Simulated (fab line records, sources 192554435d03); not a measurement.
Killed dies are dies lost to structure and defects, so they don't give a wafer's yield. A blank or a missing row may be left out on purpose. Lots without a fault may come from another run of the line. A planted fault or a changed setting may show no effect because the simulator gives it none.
Chamber matching | flow n5_finfet | N5_SDB_ALD_29 on ald_sin-04: 4 sister chambers
The step deposits SiNx, target thk 30 nm, pulse time 1 s, ald cycles 600. 8 wafers are shown with their chamber, then 10 later ones without.

WAFERS WITH THEIR CHAMBER
wafer  | chamber | heater_power_w (W) | precursor_pulse_height_rel
L084.1 | 2       | 843                | 1.020
L084.6 | 3       | 839                | 0.981
L087.3 | 3       | 828                | 0.987
L090.1 | 0       | 812                | 1.017
L090.3 | 2       | 827                | 1.014
L090.4 | 1       | 817                | 0.985
L092.1 | 1       | 801                | 0.971
L092.2 | 0       | 807                | 0.989

WAFERS WITHOUT THEIR CHAMBER
wafer  | heater_power_w (W) | precursor_pulse_height_rel
L092.3 | 807                | 1.011
L094.2 | 828                | 1.030
L094.4 | 815                | 0.990
L094.5 | 853                | 0.976
L095.2 | 817                | 0.980
L095.3 | 841                | 0.997
L095.4 | 797                | 1.014
L097.1 | 817                | 1.013
L097.5 | 806                | 1.013
L097.6 | 821                | 1.008

WHICH CHAMBER EACH WENT THROUGH
wafer  | from the rows above               | in truth
L092.3 | 0                                 | 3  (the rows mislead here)
L094.2 | can't be placed: 2 or 0           | 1
L094.4 | can't be placed: 1 or 0 or 3 or 2 | 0
L094.5 | can't be placed: 3 or 2           | 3
L095.2 | can't be placed: 1 or 3 or 0      | 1
L095.3 | can't be placed: 3 or 2           | 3
L095.4 | can't be placed: 0 or 1           | 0
L097.1 | can't be placed: 0 or 2 or 3 or 1 | 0
L097.5 | 0                                 | 0
L097.6 | can't be placed: 0 or 2 or 3 or 1 | 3
Placed correctly: 1 of 10. Can't be placed from these rows: 8 (the true chamber is among the candidates in 7). Placed wrongly: 1.
How it was worked out, from the rows above alone: a wafer's distance from a chamber is the root of the sum, over the readings, of the square of ((its reading less the chamber's mean) divided by the reading's scatter). The wafer belongs to the nearest chamber; if the next one is less than 2 further off, it can't be placed. A chamber's mean is the mean of its shown wafers. The scatter: the root of (the sum of the squares of (reading less its chamber's mean) over the shown wafers, divided by (wafers less chambers)).
